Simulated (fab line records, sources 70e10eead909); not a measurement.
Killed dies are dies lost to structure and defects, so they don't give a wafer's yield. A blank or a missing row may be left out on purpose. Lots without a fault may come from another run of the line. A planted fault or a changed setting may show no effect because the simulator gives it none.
fab line records | flow nand_harc
record lots=10 wafers=30 last_day=26
route steps=1159 shown A_M0@1023 A_M1@1039 END@1159
lots that met no fault: from a run of the same line without faults
start_h: hours from the record's first day to the start of the lot's first wafer shown | wait_h: hours since the lot's step before | " the same as in the row above | L1.1+2: a row that stands for several wafers | - no value, or no start given | * or withheld: withheld | < > ~ a bound
route shown NAME@n: a module of which the file shows steps, and the number in the route of the first | usual: mean/standard deviation of fault-free wafers | same: alike in all rows | chamber/n: place in a boat | sites: the reading at each site | _std_site: their standard deviation | _edge_site: outer sites' mean less inner sites' | radius_mm: how far each site lies from the wafer's centre | mask NAME#n: copy n | behind: the tool/chamber that last shaped the wafer | hold: why the lot was held/for how many hours/how that ended | device: the transistor (n, p or np) that didn't switch | end of line: the same wafers' tests at the end of the route | a step without rows: its recipe alone | killed: dies lost to structure and defects at the first sort, not the wafer's yield | map: a wafer's dies, x killed, . not, _ none there
set.NAME: the setting as run; set.NAME@STEP: as run at that earlier step | model.NAME: the simulator's own value behind a step, which no gauge read
steps of the route over a sample of lots; a table a step, a row a wafer
services: from which hour (start_h, from the record's first day; less than 0 if before it) a tool's chamber was out of use, for how many hours, and why
## steps
# step NHARC_A_M0_INSPECT_27
# usual raw_defect_count=469/120
# columns lot.wafer tool chamber start_h wait_h raw_defect_count
L284.1 defect_inspect-02 - 419.01 0.0 823
L284.2 " - " " 672
L284.4 " - " " 544
L286.3 defect_inspect-02 - 448.55 0.0 527
L286.4 " - " " 429
L286.6 " - " " 590
L287.1 defect_inspect-02 - 455.58 0.0 452
L287.2 " - " " 524
L287.3 " - " " 413
L290.4 defect_inspect-01 - 470.95 0.0 664
L290.5 " - " " 600
L290.6 " - " " 432
L291.2 defect_inspect-02 - 471.54 0.0 314
L291.3 " - " " 450
L291.5 " - " " 369
L295.3 defect_inspect-01 - 487.72 0.0 451
L295.4 " - " " 434
L295.5 " - " " 469
L294.2 defect_inspect-02 - 494.01 0.0 723
L294.3 " - " " 827
L294.5 " - " " 687
L297.1 defect_inspect-02 - 500.99 0.0 360
L297.5 " - " " 413
L297.6 " - " " 305
L299.3 defect_inspect-01 - 523.48 0.0 354
L299.4 " - " " 326
L299.5 " - " " 317
L302.2 defect_inspect-02 - 540.28 0.0 520
L302.3 " - " " 343
L302.6 " - " " 349
# step NHARC_A_M1_DESCUM_14
# recipe time_s=3 o2_flow_sccm=200 ar_flow_sccm=0 bias_power_w=0 chemistry=O2
# usual chamber_pressure_mTorr=59.99/0.055 drypump_motor_current_A=5.7/0.4 mfc_ar_sccm=0.010/0.014 oes_product_au=1.003/0.0082 rf_vpp_V=57.8/0.9 showerhead_plenum_p_Torr=1.91/0.077 throttle_valve_pct=11.311/0.0095
# same bias_power_w=0
# columns lot.wafer tool chamber start_h wait_h chamber_pressure_mTorr drypump_motor_current_A mfc_ar_sccm oes_product_au rf_hours_counter_h rf_vpp_V showerhead_plenum_p_Torr throttle_valve_pct
L284.1 rie_diel-08 1 420.69 0.1 59.99 5.3 0.033 1.009 8 58.6 1.85 11.307
L284.2 " 3 " " 60.01 6.5 0.036 1.015 7 56.3 1.86 11.316
L284.4 " 0 " " 60.06 5.7 0 1.002 8 58.5 1.97 11.329
L286.3 rie_diel-04 0 450.14 0.1 60.01 5.2 0.031 1.010 4 57.2 1.79 11.300
L286.4 " 1 " " 60.01 6.3 0.008 1.008 3 58.2 1.95 11.303
L286.6 " 3 " " 60.04 5.5 0.011 0.992 - 56.6 1.91 11.308
L287.3 rie_diel-08 2 457.22 0.1 60.01 5.6 0.002 1.003 9 56.8 1.92 11.312
L287.1 " 3 " " 60.03 6.5 0.036 1.008 9 58.1 1.86 11.308
L287.2 " 1 " " 59.96 5.3 0.033 0.997 10 56.6 1.85 11.310
L290.4 rie_diel-08 0 472.52 0.1 59.96 5.7 0 1.012 10 57.5 1.97 11.314
L290.5 " 0 " " 59.91 5.7 0 1.017 - 56.1 1.97 11.319
L290.6 " 1 " " 59.99 5.3 0.033 0.988 - 59.1 1.85 11.301
L291.3 rie_diel-08 1 473.02 0.1 60.01 5.4 0.033 0.995 11 57.1 1.85 11.300
L291.2 " 0 " " 59.97 5.7 0 1.008 10 56.6 1.97 11.320
L291.5 " 2 " " 59.98 5.6 0.002 0.995 - 58.6 1.92 11.321
L295.3 rie_diel-08 2 489.37 0.1 59.96 5.6 0.002 1.004 0 58.6 1.92 11.308
L295.4 " 0 " " 60.04 5.7 0 1.008 0 59.4 1.97 11.313
L295.5 " 2 " " 59.97 5.6 0.002 1.006 - 59.4 1.92 11.314
L294.3 rie_diel-03 3 495.92 0.1 59.96 5.6 0 0.998 8 60.6 2.00 11.303
L294.2 " 2 " " 59.98 5.4 0 1.000 9 56.9 2.01 11.317
L294.5 " 2 " " 59.99 5.4 0 1.006 - 57.9 2.01 11.315
L297.1 rie_diel-03 3 502.46 0.1 60.01 5.6 0 1.001 8 58.4 2.00 11.319
L297.6 " 3 " " 59.94 5.6 0 0.990 - 58.2 2.00 11.321
L297.5 " 1 " " 59.93 6.0 0 1.010 - 57.2 1.78 11.307
L299.4 rie_diel-04 1 525.74 0.1 60.05 6.3 0.008 0.998 1 58.0 1.95 11.307
L299.3 " 3 " " 59.98 5.4 0.011 1.018 1 57.3 1.91 11.311
L299.5 " 2 " " 60.08 5.8 0 0.999 - 59.2 2.00 11.309
L302.2 rie_diel-04 2 541.86 0.1 59.98 5.8 0 1.004 2 59.2 2.00 11.301
L302.3 " 3 " " 59.87 5.4 0.011 1.004 2 57.7 1.91 11.327
L302.6 " 3 " " 60.02 5.5 0.011 1.005 - 58.4 1.91 11.328
# step NHARC_A_M1_ETCH_35
# recipe target_depth_a=400 overetch_a=120 time_s=43.94 ion_energy_ev=200 n2_flow_sccm=150 h2_flow_sccm=150 ar_flow_sccm=0 rf_w=400 bias_w=150 chemistry=N2/H2
# usual chamber_pressure_mTorr=29.996/0.028 drypump_motor_current_A=5.7/0.42 mfc_ar_sccm=0.011/0.014 oes_product_au=1.003/0.0084 rf_vpp_V=430.3/2.6 showerhead_plenum_p_Torr=2.03/0.085 throttle_valve_pct=14.172/0.0092
# columns lot.wafer tool chamber start_h wait_h chamber_pressure_mTorr drypump_motor_current_A mfc_ar_sccm oes_product_au rf_hours_counter_h rf_vpp_V showerhead_plenum_p_Torr throttle_valve_pct
L284.1 rie_diel-08 2 420.77 0.1 30.017 5.6 0.002 0.991 7 431.7 2.05 14.175
L284.4 " 0 " " 29.983 5.7 0 1.000 8 431.7 2.10 14.183
L284.2 " 1 " " 29.958 5.4 0.033 1.004 8 428.6 1.97 14.179
L286.3 rie_diel-04 0 450.22 0.1 30.038 5.2 0.031 1.000 4 427.4 1.91 14.173
L286.4 " 1 " " 29.959 6.4 0.008 0.991 3 432.4 2.08 14.166
L286.6 " 0 " " 29.967 5.2 0.031 1.000 - 428.0 1.91 14.161
L287.1 rie_diel-08 2 457.80 0.6 29.985 5.6 0.002 1.013 9 430.7 2.04 14.161
L287.3 " 0 " " 30.002 5.7 0 1.007 10 432.2 2.10 14.171
L287.2 " 1 " " 30.053 5.3 0.033 1.001 10 428.4 1.97 14.173
L290.4 rie_diel-08 1 472.62 0.1 29.964 5.3 0.033 0.821 10 429.0 1.97 14.164
L290.6 " 3 " " 30.020 6.5 0.036 0.826 - 429.7 1.98 14.172
L290.5 " 0 " " 29.964 5.7 0 0.828 - 431.4 2.10 14.164
L291.2 rie_diel-08 0 473.23 0.2 29.985 5.7 0 0.819 10 431.9 2.10 14.176
L291.3 " 2 " " 29.972 5.6 0.002 0.820 10 430.5 2.04 14.163
L291.5 " 1 " " 29.970 5.3 0.033 0.823 - 429.2 1.97 14.193
L295.3 rie_diel-08 1 489.45 0.1 30.014 5.3 0.033 0.829 0 426.9 1.97 14.179
L295.4 " 2 " " 29.989 5.6 0.002 0.820 0 430.8 2.04 14.174
L295.5 " 1 " " 30.038 5.3 0.033 0.828 - 428.8 1.97 14.173
L294.3 rie_diel-03 2 496.02 0.1 29.943 5.4 0 1.004 9 434.1 2.14 14.165
L294.2 " 1 " " 29.961 6.0 0 0.999 9 424.9 1.89 14.163
L294.5 " 1 " " 29.950 6.0 0 0.995 - 426.7 1.89 14.179
L297.1 rie_diel-03 1 502.56 0.1 30.007 6.0 0 1.006 9 425.3 1.89 14.178
L297.5 " 2 " " 29.967 5.5 0 1.004 - 434.7 2.14 14.178
L297.6 " 3 " " 30.008 5.6 0 1.001 - 433.7 2.13 14.194
L299.3 rie_diel-04 1 525.82 0.1 29.946 6.3 0.008 1.013 1 430.9 2.08 14.167
L299.4 " 0 " " 30.002 5.2 0.031 1.012 1 427.3 1.91 14.161
L299.5 " 2 " " 30.024 5.8 0 1.005 - 433.4 2.14 14.162
L302.2 rie_diel-04 1 541.96 0.1 29.997 6.3 0.008 1.005 2 432.7 2.08 14.162
L302.3 " 3 " " 29.960 5.4 0.011 1.003 2 430.3 2.04 14.165
L302.6 " 3 " " 29.994 5.4 0.011 1.007 - 429.7 2.04 14.167
# step NHARC_A_M1_ETCH_28
# recipe target_depth_a=300 over_etch_frac=0.3 time_s=72.99 ion_energy_ev=150 cf4_flow_sccm=50 n2_flow_sccm=100 ar_flow_sccm=150 rf_w=300 bias_w=100 chemistry=CF4/N2
# usual chamber_pressure_mTorr=30.00/0.032 drypump_motor_current_A=5.7/0.42 mfc_ar_sccm=150.0/0.43 oes_product_au=1.006/0.0088 rf_vpp_V=313.9/1.9 showerhead_plenum_p_Torr=2.61/0.096 throttle_valve_pct=19.795/0.0093
# columns lot.wafer tool chamber start_h wait_h chamber_pressure_mTorr drypump_motor_current_A mfc_ar_sccm oes_product_au rf_hours_counter_h rf_vpp_V showerhead_plenum_p_Torr throttle_valve_pct
L284.2 rie_diel-04 2 - - 30.04 5.8 150.7 1.013 3 316.6 2.74 19.799
L284.4 " 0 " " 30.00 5.2 149.6 1.013 3 310.5 2.47 19.791
L284.1 " 1 " " 30.01 6.3 149.7 1.002 3 313.7 2.68 19.787
L286.3 rie_diel-08 1 - - 29.99 5.3 150.2 0.993 10 312.5 2.55 19.784
L286.4 " 3 " " 30.01 6.5 149.5 1.021 9 313.2 2.56 19.782
L286.6 " 0 " " 30.07 5.7 149.9 1.016 - 315.7 2.69 19.793
L287.3 rie_diel-03 1 - - 29.98 6.0 150.2 1.002 5 310.8 2.45 19.788
L287.2 " 2 " " 29.97 5.5 149.9 0.998 5 315.9 2.75 19.791
L287.1 " 0 " " 29.98 5.1 150.5 1.003 5 312.9 2.53 19.786
L290.4 rie_diel-03 1 - - 29.99 6.1 149.7 0.992 7 312.1 2.45 19.797
L290.6 " 0 " " 30.01 5.1 150.1 0.995 - 312.4 2.53 19.799
L290.5 " 1 " " 30.01 6.1 149.6 1.000 - 309.8 2.45 19.810
L291.3 rie_diel-08 0 - - 29.93 5.7 150.0 1.006 10 315.6 2.69 19.796
L291.2 " 1 " " 30.04 5.3 150.2 0.996 11 311.3 2.54 19.797
L291.5 " 3 " " 30.00 6.5 149.6 1.008 - 312.9 2.56 19.781
L295.4 rie_diel-04 1 - - 29.96 6.3 149.2 1.014 0 314.9 2.68 19.796
L295.3 " 2 " " 29.95 5.8 149.7 1.017 0 315.8 2.74 19.789
L295.5 " 1 " " 29.97 6.4 149.9 1.007 - 314.8 2.68 19.801
L294.3 rie_diel-08 1 - - 30.02 5.3 150.4 1.007 1 312.1 2.54 19.793
L294.2 " 3 " " 30.01 6.5 150.1 1.006 1 313.4 2.56 19.788
L294.5 " 1 " " 29.98 5.3 150.3 1.004 - 311.7 2.54 19.782
L297.1 rie_diel-03 3 - - 29.96 5.6 150.1 0.992 8 316.1 2.74 19.808
L297.6 " 3 " " 30.03 5.6 149.4 0.996 - 316.2 2.74 19.795
L297.5 " 2 " " 29.98 5.5 150.3 1.004 - 317.3 2.74 19.795
L299.4 rie_diel-08 1 - - 29.96 5.3 150.1 1.017 3 313.9 2.54 19.780
L299.3 " 0 " " 30.01 5.7 149.9 1.012 3 313.8 2.69 19.785
L299.5 " 2 " " 30.00 5.6 148.9 1.015 - 314.3 2.63 19.799
L302.3 rie_diel-08 3 - - 30.03 6.5 150.1 1.007 3 312.8 2.56 19.792
L302.2 " 0 " " 30.01 5.7 149.5 1.007 4 315.1 2.69 19.787
L302.6 " 2 " " 30.00 5.6 149.6 1.016 - 314.2 2.63 19.811
# step NHARC_END_SORT_01
# recipe temp_c=25
# usual defect_limited_yield=95.3/1.3 killed_at_array=28/9.1 killed_at_other=0.6/0.87 killed_at_periphery=3.4/2.7 killed_dies=32/9 killed_open=3.2/1.9 killed_short=2.0/1.3 sort_bin_2_pct=1.5/0.57 sort_bin_3_pct=0.26/0.22 sort_bin_4_pct=2.9/0.91 sort_n_pass=645/9 sort_rim_yield_pct=93/3.3 sort_yield_pct=95.3/1.3
# same gross_dies=677 sort_bin_5_pct[%]=0 sort_bin_6_pct[%]=0 sort_bin_7_pct[%]=0 sort_bin_8_pct[%]=0 sort_rim_n_gross=106.00
# columns lot.wafer tool chamber start_h wait_h defect_limited_yield[%] killed_at_array killed_at_other killed_at_periphery killed_dies killed_open killed_short sort_bin_2_pct[%] sort_bin_3_pct[%] sort_bin_4_pct[%] sort_n_pass sort_rim_yield_pct[%] sort_yield_pct[%]
L286.3 prober-02 0 487.77 3.1 95.6 19 1 10 30 4 1 1.2 0.30 3.0 647 94 95.6
L286.4 prober-02 0 488.56 3.4 96.6 20 0 3 23 3 2 1.0 0.15 2.2 654 96 96.6
L286.6 prober-02 0 490.14 4.0 96.3 23 0 2 25 4 2 1.5 0 2.2 652 96 96.3
L290.4 prober-02 0 543.51 3.4 92.8 49 0 0 49 3 1 1.8 0.44 5.0 628 88 92.8
L290.5 prober-02 0 544.32 3.7 94.2 36 0 3 39 7 1 2.1 0.59 3.1 638 90 94.2
L290.6 prober-02 0 545.13 4.1 94.2 38 0 1 39 3 1 1.3 0.15 4.3 638 92 94.2
L295.3 prober-02 0 550.57 3.1 94.2 37 0 2 39 4 3 2.2 0.44 3.1 638 87 94.2
L295.4 prober-02 0 551.38 3.4 94.1 40 0 0 40 1 0 1.8 0.30 3.8 637 94 94.1
L295.5 prober-02 0 552.18 3.7 93.2 39 0 7 46 7 0 1.6 0.44 4.7 631 88 93.2
L299.3 prober-02 0 597.37 3.1 95.7 25 1 3 29 3 1 1.6 0.30 2.4 648 91 95.7
L299.4 prober-02 0 598.17 3.4 96.2 24 0 2 26 1 3 1.3 0.15 2.4 651 92 96.2
L299.5 prober-02 0 598.97 3.7 96.0 25 0 2 27 1 1 1.6 0.44 1.9 650 91 96.0
L302.2 prober-02 0 612.21 2.8 93.5 43 0 1 44 3 4 2.7 0.59 3.2 633 92 93.5
L302.3 prober-02 0 613.02 3.1 94.5 34 0 3 37 4 3 1.6 0.15 3.7 640 92 94.5
L302.6 prober-02 0 615.45 4.1 95.9 25 0 3 28 2 1 0.9 0.15 3.1 649 92 95.9
# killed by level:class
L286.3 A_CONTACT:chamber_film_flake=8 P_M0:chamber_film_flake=7 A_STAIRCASE:chamber_film_flake=5 A_CHANNEL_HOLE_D1:chamber_film_flake=4 P_GATE:geometric_particle:open=1 P_CONTACT:geometric_particle:open=1 P_M2:geometric_particle:open=1 A_ONON_D1:geometric_particle:short=1
L286.4 A_CONTACT:chamber_film_flake=9 A_CONTACT:geometric_particle:open=3 P_M0:chamber_film_flake=3 A_CHANNEL_HOLE_D1:chamber_film_flake=3 A_STAIRCASE:chamber_film_flake=3 A_ONON_D1:geometric_particle:short=1 A_M0:geometric_particle:short=1
L286.6 A_CONTACT:chamber_film_flake=11 A_CHANNEL_HOLE_D1:chamber_film_flake=4 A_STAIRCASE:chamber_film_flake=3 A_CONTACT:geometric_particle:open=2 P_M0:geometric_particle:open=1 A_CHANNEL_FILL_D1:geometric_particle:short=1 A_M0:geometric_particle:open=1 A_M0:geometric_particle:short=1
L290.4 A_SLIT:chamber_film_flake=22 A_CHANNEL_HOLE_D1:chamber_film_flake=9 A_CONTACT:chamber_film_flake=7 A_STAIRCASE:chamber_film_flake=3 A_CHANNEL_FILL_D1:chamber_film_flake=2 A_SGD_CUT:chamber_film_flake=2 A_CHANNEL_FILL_D1:geometric_particle:short=1 A_WL_FILL:geometric_particle:open=1
L290.5 A_SLIT:chamber_film_flake=17 A_CHANNEL_HOLE_D1:chamber_film_flake=5 A_CONTACT:chamber_film_flake=5 A_M0:geometric_particle:open=3 A_STAIRCASE:chamber_film_flake=2 P_STI:geometric_particle:short=1 P_M0:geometric_particle:open=1 A_ONON_D1:geometric_particle:open=1
L290.6 A_SLIT:chamber_film_flake=12 A_CHANNEL_HOLE_D1:chamber_film_flake=11 A_SGD_CUT:chamber_film_flake=6 A_STAIRCASE:chamber_film_flake=3 A_CONTACT:chamber_film_flake=2 A_ONON_D1:geometric_particle:short=1 A_WL_FILL:geometric_particle:open=1 A_CONTACT:geometric_particle:open=1
L295.3 A_SLIT:chamber_film_flake=13 A_CONTACT:chamber_film_flake=8 A_CHANNEL_HOLE_D1:chamber_film_flake=7 A_STAIRCASE:chamber_film_flake=3 A_SGD_CUT:geometric_particle:open=2 P_M0:geometric_particle:open=1 P_M0:geometric_particle:short=1 A_ONON_D1:geometric_particle:short=1
L295.4 A_CONTACT:chamber_film_flake=11 A_SLIT:chamber_film_flake=11 A_CHANNEL_HOLE_D1:chamber_film_flake=10 A_M1:chamber_film_flake=3 A_STAIRCASE:chamber_film_flake=2 A_CHANNEL_HOLE_D1:geometric_particle:open=1 A_CHANNEL_FILL_D1:chamber_film_flake=1 A_WL_FILL:chamber_film_flake=1
L295.5 A_SLIT:chamber_film_flake=17 A_CHANNEL_HOLE_D1:chamber_film_flake=10 A_CONTACT:chamber_film_flake=5 P_ZERO_WELL:chamber_film_flake=4 A_CONTACT:geometric_particle:open=3 A_STAIRCASE:chamber_film_flake=3 P_STI:geometric_particle:open=1 P_M0:geometric_particle:open=1
L299.3 A_CONTACT:chamber_film_flake=9 A_CHANNEL_HOLE_D1:chamber_film_flake=9 P_BONDPAD:chamber_film_flake=2 A_CHANNEL_FILL_D1:chamber_film_flake=2 A_ONON_D1:geometric_particle:short=1 A_WL_FILL:geometric_particle:open=1 A_CONTACT:geometric_particle:open=1 P_GATE:chamber_film_flake=1
L299.4 A_CHANNEL_HOLE_D1:chamber_film_flake=13 A_CONTACT:chamber_film_flake=5 A_STAIRCASE:chamber_film_flake=2 P_M0:geometric_particle:short=1 P_M1:geometric_particle:short=1 A_ONON_D1:geometric_particle:open=1 A_ONON_D1:geometric_particle:short=1 A_CHANNEL_FILL_D1:chamber_film_flake=1
L299.5 A_CHANNEL_HOLE_D1:chamber_film_flake=11 A_CONTACT:chamber_film_flake=7 A_CHANNEL_FILL_D1:chamber_film_flake=3 P_GATE:chamber_film_flake=2 A_CHANNEL_FILL_D1:geometric_particle:short=1 A_CONTACT:geometric_particle:open=1 A_STAIRCASE:chamber_film_flake=1 A_BLC:chamber_film_flake=1
L302.2 A_SLIT:chamber_film_flake=21 A_CHANNEL_HOLE_D1:chamber_film_flake=10 A_CHANNEL_FILL_D1:geometric_particle:short=2 A_CONTACT:geometric_particle:open=2 A_ZERO_WELL:chamber_film_flake=2 A_CONTACT:chamber_film_flake=2 A_SOURCE_PLATE:geometric_particle:short=1 A_CHANNEL_FILL_D1:geometric_particle:open=1
L302.3 A_SLIT:chamber_film_flake=16 A_CHANNEL_HOLE_D1:chamber_film_flake=8 A_CONTACT:chamber_film_flake=4 A_CONTACT:geometric_particle:open=2 P_GATE:geometric_particle:open=1 P_GATE:geometric_particle:short=1 A_ONON_D1:geometric_particle:short=1 A_CHANNEL_FILL_D1:geometric_particle:open=1
L302.6 A_SLIT:chamber_film_flake=15 A_CHANNEL_HOLE_D1:chamber_film_flake=5 A_CONTACT:chamber_film_flake=3 A_CHANNEL_FILL_D1:geometric_particle:open=2 P_GATE:chamber_film_flake=2 P_M0:geometric_particle:short=1
## services
# columns tool chamber start_h hours kind
rie_diel-04 - 404.41 1.9 repair
rie_diel-08 2 405.79 2.6 repair
rie_diel-08 0 408.80 - clean
rie_diel-08 1 408.80 - clean
rie_diel-08 2 408.80 - clean
rie_diel-08 3 408.80 - clean
rie_diel-03 3 413.84 12.4 repair
rie_diel-04 1 430.49 14.9 repair
rie_diel-08 0 433.30 - clean
rie_diel-08 1 433.30 - clean
rie_diel-08 2 433.30 - clean
rie_diel-08 3 433.30 - clean
rie_diel-03 1 445.34 1.4 repair
rie_diel-08 0 457.80 - clean
rie_diel-08 1 457.80 - clean
rie_diel-08 2 457.80 - clean
rie_diel-08 3 457.80 - clean
rie_diel-04 2 458.16 1.5 repair
rie_diel-04 - 465.90 9.0 pm
rie_diel-08 - 478.92 9.0 pm
rie_diel-03 0 494.59 11.4 repair
rie_diel-08 - 500.66 4.3 repair
rie_diel-03 2 518.88 11.1 repair
rie_diel-04 0 537.69 8.3 repair
## key
first_sign step=NHARC_A_M1_ETCH_35 reading=oes_product_au direction=down sigmas=21 usual=1.003 struck=0.824
effect none on later readings
met_at NHARC_A_M1_ETCH_35
struck_lots L290,L291,L295
not_acting_at NHARC_A_M0_INSPECT_27,NHARC_A_M1_DESCUM_14,NHARC_A_M1_ETCH_28
onset_between 457.80 472.62
fault kind=process_parameter_drift tool=rie_diel-08 chamber=- onset_h=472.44 steps=NHARC_A_M1_ETCH_35 channel=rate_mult offset=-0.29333 shape=step end_h=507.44
